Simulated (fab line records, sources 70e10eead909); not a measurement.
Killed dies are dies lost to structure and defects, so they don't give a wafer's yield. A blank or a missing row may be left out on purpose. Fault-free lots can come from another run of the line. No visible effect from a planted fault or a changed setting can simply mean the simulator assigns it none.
fab line records | flow nandHarc
[record] lots = 6 | wafers = 18 | lastDay = 24
route steps=1159 shown A_WL_FILL@813 END@1159
lots that met no fault: taken from a fault-free run of the same line
startH: hours from the record's first day to the start of the lot's first wafer shown | waitH: hours from the lot's prior step to this one | " identical to the entry in the row above | L1.1+2: one row covering several wafers at once | - either no value or no given start | * or withheld: withheld | < > ~ a bound
route shown NAME@n: names a module that has steps shown in the file, with the first one's number in the route | usual: mean/standard deviation of fault-free wafers | same: alike in all rows | chamber/n: place in a boat | sites: each site's reading | _std_site: how widely they spread, as a standard deviation | _edge_site: inner sites' mean taken away from outer sites' mean | radiusMm: for every site, how far away it sits from the centre of the wafer | mask NAME#n: copy n | behind: the most recent tool/chamber to have shaped the wafer | hold: what put the lot on hold/how long, in hours/how the hold closed | device: transistor that didn't switch, given as n, p or np | end of line: at the end of the route, the tests of the same wafers | for a step that has no rows: nothing shown but its recipe | killed: dies lost to structure and defects at the first sort, not the wafer's yield | map: a wafer's dies, marking killed ones x, the rest . and places with no die _
set.NAME: the setting the step ran with; set.NAME@STEP: the setting that earlier step ran with | model.NAME: the simulator's own value behind a step, which no gauge read
lots seen at some steps along the route; tables by step, rows by wafer
services: when a tool's chamber went out of use (startH, in hours from the record's first day, below 0 if earlier), for how many hours, and the reason
[[steps]]
[step NHARC_A_WL_FILL_CVD_03]
[recipe] targetThkA = 400 | tempC = 300 | pressureTorr = 40 | wf6FlowSccm = 40 | h2FlowSccm = 1600 | arFlowSccm = 1560 | timeS = 3302 | material = W
[usual] heaterPowerOuterW = 251/49 | heaterPowerW = 438/62 | throttleValvePct = 7.82/0.23
lot.wafer | tool    | chamber | startH | waitH | heaterPowerOuterW | heaterPowerW | throttleValvePct
L724.1    | cvdW-02 | 1       | 334.54 | 0.8   | 341               | 532          | 7.91
L724.4    | "       | 0       | "      | "     | 214               | 381          | 7.76
L724.6    | "       | 1       | 336.41 | 2.7   | 321               | 518          | 8.13
L730.4    | cvdW-02 | 1       | 395.73 | 11.6  | 327               | 526          | 7.62
L730.3    | "       | 0       | "      | "     | 213               | 381          | 7.62
L730.6    | "       | 0       | "      | "     | 214               | 377          | 7.47
L734.2    | cvdW-02 | 0       | 405.64 | 0.5   | 208               | 371          | 7.64
L734.4    | "       | 1       | "      | "     | 334               | 527          | 8.30
L734.6    | "       | 1       | "      | "     | 340               | 544          | 7.58
L732.2    | cvdW-01 | 1       | 405.66 | 0.5   | 257               | 481          | 7.96
L732.4    | "       | 0       | "      | "     | 203               | 378          | 7.60
L732.5    | "       | 0       | "      | "     | 205               | 388          | 7.58
L739.2    | cvdW-02 | 0       | 441.22 | 2.2   | 219               | 381          | 7.71
L739.6    | "       | 1       | 442.66 | 3.6   | 341               | 531          | 8.07
L739.5    | "       | 0       | "      | "     | 218               | 380          | 7.58
L743.2    | cvdW-01 | 1       | 475.10 | 5.9   | 259               | 476          | 8.12
L743.3    | "       | 1       | "      | "     | 254               | 465          | 8.16
L743.4    | "       | 0       | "      | "     | 212               | 382          | 7.62
[step NHARC_A_WL_FILL_ETCHBACK_04]
[recipe] targetDepthA = 600 | timeS = 120 | chemistry = NF3
[usual] drypumpMotorCurrentA = 5.4/0.38 | oesProductAu = 0.998/0.0064
lot.wafer | tool        | chamber | startH | waitH | drypumpMotorCurrentA | oesProductAu | rfHoursCounterH
L724.1    | rieMetal-03 | 0       | 337.40 | 2.4   | 6.1                  | 1.003        | 1.5
L724.4    | "           | 0       | "      | "     | 6.1                  | 0.991        | -
L724.6    | "           | 1       | "      | "     | 5.0                  | 0.991        | -
L730.3    | rieMetal-02 | 0       | 398.19 | 1.5   | 5.4                  | 1.008        | -
L730.4    | "           | 1       | "      | "     | 5.1                  | 0.989        | -
L730.6    | "           | 0       | "      | "     | 5.4                  | 1.000        | -
L734.2    | rieMetal-03 | 0       | 408.51 | 2.4   | 6.0                  | 0.996        | 3.7
L734.4    | "           | 0       | "      | "     | 6.1                  | 0.999        | -
L734.6    | "           | 0       | "      | "     | 6.0                  | 0.993        | -
L732.2    | rieMetal-02 | 0       | 408.54 | 2.4   | 5.4                  | 1.006        | 0.5
L732.4    | "           | 0       | "      | "     | 5.4                  | 1.005        | -
L732.5    | "           | 1       | "      | "     | 5.1                  | 1.005        | -
L739.2    | rieMetal-03 | 0       | 444.13 | 2.4   | 6.1                  | 1.011        | 5.0
L739.5    | "           | 1       | "      | "     | 5.0                  | 1.001        | -
L739.6    | "           | 0       | "      | "     | 6.1                  | 0.994        | -
L743.2    | rieMetal-02 | 0       | 478.50 | 2.9   | 5.4                  | 1.007        | -
L743.3    | "           | 0       | "      | "     | 5.4                  | 1.011        | -
L743.4    | "           | 0       | "      | "     | 5.4                  | 1.003        | -
[step NHARC_A_WL_FILL_ETCHBACK_05]
[recipe] targetDepthA = 220 | timeS = 60 | tempC = 40 | chemistry = Cl2/BCl3
[usual] drypumpMotorCurrentA = 5.4/0.37 | oesProductAu = 0.999/0.0071
lot.wafer | tool        | chamber | startH | waitH | drypumpMotorCurrentA | oesProductAu | rfHoursCounterH
L724.1    | rieMetal-03 | 0       | 337.62 | 0.2   | 6.1                  | 0.992        | 1.7
L724.4    | "           | 1       | "      | "     | 5.0                  | 0.982        | -
L724.6    | "           | 1       | "      | "     | 5.0                  | 1.000        | -
L730.3    | rieMetal-02 | 1       | 398.44 | 0.2   | 5.1                  | 0.994        | -
L730.4    | "           | 0       | "      | "     | 5.4                  | 1.005        | -
L730.6    | "           | 1       | "      | "     | 5.1                  | 1.005        | -
L734.2    | rieMetal-03 | 1       | 408.76 | 0.2   | 5.0                  | 0.999        | 4.0
L734.4    | "           | 1       | "      | "     | 5.0                  | 1.002        | -
L734.6    | "           | 1       | "      | "     | 5.0                  | 0.989        | -
L732.2    | rieMetal-02 | 0       | 408.77 | 0.2   | 5.4                  | 1.007        | 0.7
L732.4    | "           | 1       | "      | "     | 5.1                  | 0.991        | -
L732.5    | "           | 1       | "      | "     | 5.1                  | 1.001        | -
L739.2    | rieMetal-03 | 1       | 444.34 | 0.2   | 5.0                  | 0.997        | 5.2
L739.5    | "           | 1       | "      | "     | 5.0                  | 0.996        | -
L739.6    | "           | 0       | "      | "     | 6.1                  | 0.996        | -
L743.2    | rieMetal-02 | 0       | 478.90 | 0.3   | 5.4                  | 1.007        | -
L743.3    | "           | 0       | "      | "     | 5.4                  | 1.005        | -
L743.4    | "           | 0       | "      | "     | 5.4                  | 0.999        | -
[step NHARC_A_WL_FILL_STRIP_27]
[recipe] powerW = 1500 | tempC = 250 | timeS = 20 | chemistry = N2/H2
[step NHARC_A_WL_FILL_STRIP_28]
[recipe] timeS = 1200 | tempC = 72.5 | chemistry = postEtchResidueRemover
[step NHARC_A_WL_FILL_PRECLEAN_06]
[recipe] timeS = 300 | chemistry = DIW
[step NHARC_A_WL_FILL_SRD_07]
[step NHARC_A_WL_FILL_ANNEAL_08]
[recipe] tempC = 450 | timeS = 1800
[step NHARC_A_WL_FILL_ALD_10]
[recipe] targetThkA = 500 | pulseTimeS = 10 | aldCycles = 500 | tempC = 300 | material = SiO2
[usual] heaterPowerOuterW = 242/27 | heaterPowerW = 440/45 | precursorPulseHeightRel = 1.000/0.02
lot.wafer | tool     | chamber | startH | waitH | heaterPowerOuterW | heaterPowerW | precursorPulseHeightRel
L724.1    | aldHk-04 | 3       | 344.02 | 1.1   | 253               | 448          | 1.019
L724.4    | "        | 0       | "      | "     | 272               | 453          | 1.030
L724.6    | "        | 2       | 345.58 | 2.7   | 228               | 455          | 1.016
L730.3    | aldHk-03 | 3       | 401.98 | 0.9   | 249               | 474          | 1.024
L730.4    | "        | 0       | "      | "     | 180               | 327          | 0.986
L730.6    | "        | 2       | 403.55 | 2.4   | 299               | 479          | 0.986
L732.2    | aldHk-02 | 2       | 414.13 | 0.1   | 239               | 419          | 1.020
L732.4    | "        | 0       | 415.15 | 1.1   | 233               | 373          | 0.972
L732.5    | "        | 2       | 416.16 | 2.1   | 232               | 421          | 0.972
L734.4    | aldHk-03 | 2       | 414.13 | 0.0   | 295               | 494          | 0.982
L734.2    | "        | 3       | "      | "     | 243               | 467          | 0.987
L734.6    | "        | 2       | 416.18 | 2.1   | 309               | 489          | 0.991
L739.2    | aldHk-03 | 0       | 450.65 | 1.8   | 176               | 323          | 1.027
L739.6    | "        | 3       | 452.19 | 3.3   | 243               | 470          | 1.001
L739.5    | "        | 0       | "      | "     | 174               | 330          | 0.995
L743.3    | aldHk-03 | 2       | 485.12 | 0.0   | 296               | 503          | 0.971
L743.2    | "        | 3       | "      | "     | 252               | 468          | 0.981
L743.4    | "        | 0       | "      | "     | 182               | 321          | 0.979
[step NHARC_A_WL_FILL_ETCHBACK_16]
[recipe] targetDepthA = 880 | timeS = 17.6 | c4f8FlowSccm = withheld | o2FlowSccm = 8 | arFlowSccm = withheld | rfW = 600 | biasW = 800 | chemistry = C4F8/O2/Ar
[usual] oesProductAu = 0.98/0.031 | rfVppV = 722/3.3
lot.wafer | tool       | chamber | startH | waitH | oesProductAu | rfHoursCounterH | rfVppV
L724.4    | rieDiel-07 | 0       | -      | -     | 1.00         | 4.2             | 726
L724.1    | "          | 1       | "      | "     | 1.00         | 4.3             | 717
L724.6    | "          | 2       | "      | "     | 1.00         | -               | 722
L730.3    | rieDiel-03 | 2       | -      | -     | 1.01         | 1.2             | 724
L730.4    | "          | 3       | "      | "     | 1.00         | 1.1             | 725
L730.6    | "          | 2       | "      | "     | 1.00         | -               | 724
L734.4    | rieDiel-07 | 1       | -      | -     | 1.01         | 0.1             | 716
L734.2    | "          | 3       | "      | "     | 1.00         | 0.1             | 724
L734.6    | "          | 1       | "      | "     | 1.01         | -               | 717
L732.4    | rieDiel-12 | 2       | -      | -     | 0.96         | 1.1             | 722
L732.2    | "          | 3       | "      | "     | 0.97         | 0.8             | 720
L732.5    | "          | 1       | "      | "     | 0.98         | -               | 727
L739.2    | rieDiel-12 | 3       | -      | -     | 0.99         | 1.4             | 720
L739.6    | "          | 2       | "      | "     | 0.98         | -               | 720
L739.5    | "          | 3       | "      | "     | 1.00         | -               | 719
L743.2    | rieDiel-03 | 1       | -      | -     | 1.00         | 6.1             | 718
L743.3    | "          | 3       | "      | "     | 1.01         | 6.1             | 724
L743.4    | "          | 0       | "      | "     | 1.01         | 6.2             | 718
[step NHARC_A_WL_FILL_STRIP_29]
[recipe] timeS = 20 | o2FlowSccm = 500 | arFlowSccm = 0 | biasW = 0 | chemistry = O2
[step NHARC_A_WL_FILL_ETCHBACK_17]
[recipe] targetDepthA = 40 | timeS = 26.7 | chemistry = Cl2/BCl3
[usual] drypumpMotorCurrentA = 5.5/0.37 | oesProductAu = 0.998/0.0067
lot.wafer | tool        | chamber | startH | waitH | drypumpMotorCurrentA | oesProductAu | rfHoursCounterH
L724.1    | rieMetal-03 | 0       | 347.86 | -     | 6.1                  | 1.003        | 2.3
L724.4    | "           | 1       | "      | "     | 5.0                  | 0.998        | -
L724.6    | "           | 1       | "      | "     | 5.0                  | 0.995        | -
L730.3    | rieMetal-03 | 0       | 406.41 | -     | 6.1                  | 0.815        | -
L730.4    | "           | 1       | "      | "     | 5.0                  | 0.993        | -
L730.6    | "           | 1       | "      | "     | 5.0                  | 0.997        | -
L732.2    | rieMetal-03 | 0       | 418.91 | -     | 6.1                  | 0.805        | 4.2
L732.4    | "           | 0       | "      | "     | 6.1                  | 0.819        | -
L732.5    | "           | 1       | "      | "     | 5.0                  | 0.992        | -
L734.2    | rieMetal-02 | 1       | 418.95 | -     | 5.1                  | 1.000        | 1.0
L734.4    | "           | 1       | "      | "     | 5.1                  | 0.996        | -
L734.6    | "           | 0       | "      | "     | 5.4                  | 1.002        | -
L739.2    | rieMetal-02 | 0       | 454.97 | -     | 5.4                  | 0.995        | 1.9
L739.6    | "           | 1       | "      | "     | 5.1                  | 1.003        | -
L739.5    | "           | 0       | "      | "     | 5.4                  | 1.013        | -
L743.2    | rieMetal-03 | 1       | 489.96 | -     | 5.0                  | 0.996        | 0.3
L743.4    | "           | 1       | "      | "     | 5.0                  | 1.001        | -
L743.3    | "           | 0       | "      | "     | 6.1                  | 1.005        | -
[step NHARC_A_WL_FILL_PRECLEAN_18]
[recipe] timeS = 30 | chemistry = dHF
[step NHARC_END_SORT_01]
[recipe] tempC = 25
[usual] killedAtArray = 28/8.9 | killedAtOther = 0.8/1.2 | killedAtPeriphery = 3.3/2.3 | killedDies = 32/9.4 | killedOpen = 3.2/1.8 | killedShort = 1.9/1.4
[same] grossDies = 677
lot.wafer | tool      | chamber | startH | waitH | killedAtArray | killedAtOther | killedAtPeriphery | killedDies | killedOpen | killedShort
L743.2    | prober-01 | 0       | 585.59 | 2.8   | 16            | 0             | 6                 | 22         | 5          | 2
L743.3    | prober-01 | 0       | 586.40 | 3.1   | 23            | 2             | 3                 | 28         | 2          | 0
L743.4    | prober-01 | 0       | 587.21 | 3.4   | 27            | 0             | 1                 | 28         | 5          | 2
// killed by level:class
L743.2 A_CHANNEL_HOLE_D1:chamberFilmFlake=5 P_M0:geometricParticle:open=3 A_SGD_CUT:chamberFilmFlake=3 A_CONTACT:chamberFilmFlake=3 A_ZERO_WELL:chamberFilmFlake=2 P_M0:geometricParticle:short=1 A_CHANNEL_FILL_D1:geometricParticle:short=1 A_CHANNEL_FILL_D1:geometricParticle:open=1
L743.3 A_SGD_CUT:chamberFilmFlake=8 A_CHANNEL_HOLE_D1:chamberFilmFlake=7 A_CONTACT:chamberFilmFlake=5 STARTING-WAFER:geometricParticle:open=2 A_CHANNEL_FILL_D1:chamberFilmFlake=2 P_ZERO_WELL:chamberFilmFlake=1 P_STI:chamberFilmFlake=1 P_GATE:chamberFilmFlake=1
L743.4 A_SGD_CUT:chamberFilmFlake=10 A_CHANNEL_HOLE_D1:chamberFilmFlake=8 A_CONTACT:geometricParticle:open=3 A_SOURCE_PLATE:geometricParticle:open=1 A_SOURCE_PLATE:geometricParticle:short=1 A_WL_FILL:geometricParticle:open=1 A_M0:geometricParticle:short=1 P_ZERO_WELL:chamberFilmFlake=1
[[services]]
tool        | chamber | startH | hours | kind
rieDiel-03  | 0       | 336.34 | 3.5   | repair
rieDiel-07  | -       | 337.75 | 0.1   | repair
rieMetal-03 | 0       | 370.73 | 9.2   | repair
aldHk-04    | -       | 374.13 | 10.0  | pm
cvdW-02     | -       | 378.92 | 13.0  | pm
rieDiel-12  | -       | 379.40 | 9.0   | pm
rieDiel-07  | 3       | 379.86 | 7.2   | repair
rieMetal-02 | -       | 388.00 | 9.0   | pm
rieDiel-03  | -       | 392.30 | 9.0   | pm
rieDiel-12  | 3       | 394.57 | 4.8   | repair
rieDiel-07  | -       | 405.20 | 9.0   | pm
aldHk-04    | -       | 409.68 | 0.7   | repair
rieDiel-12  | 3       | 414.68 | 1.8   | repair
rieMetal-02 | 0       | 427.10 | 5.1   | repair
rieMetal-03 | -       | 453.00 | 9.0   | pm
rieMetal-03 | 0       | 453.00 | 9.0   | ventCycle
rieMetal-03 | 1       | 453.00 | 9.0   | ventCycle
rieMetal-03 | 0       | 462.00 | -     | clean
rieMetal-03 | -       | 462.19 | 21.8  | repair
rieDiel-12  | -       | 470.33 | 23.3  | repair
rieMetal-02 | 1       | 470.36 | 22.9  | repair
cvdW-01     | -       | 477.95 | 13.0  | pm
aldHk-02    | -       | 480.03 | 10.0  | pm
cvdW-02     | -       | 489.51 | 0.7   | repair
[[key]]
[firstSign] step = NHARC_A_WL_FILL_ETCHBACK_17 | reading = oesProductAu | direction = down | sigmas = 28 | usual = 0.998 | struck = 0.813
effect none on later readings
metAt NHARC_A_WL_FILL_ETCHBACK_17
struckWafers L730.3,L732.2,L732.4
testerLeftOut L730,L732
onsetBetween 347.86 406.41
[fault] kind = processParameterDrift | tool = rieMetal-03 | chamber = 0 | onsetH = 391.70 | steps = NHARC_A_WL_FILL_ETCHBACK_17 | channel = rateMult | offset = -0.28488 | shape = step | endH = 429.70
// testerLeftOut: of these lots the tester's yield and bins aren't shown, on N5 and GAA mostly nor the transistor test; their killed dies are dies lost to structure and defects alone, not to doping, threshold or leakage, so they don't give the yield
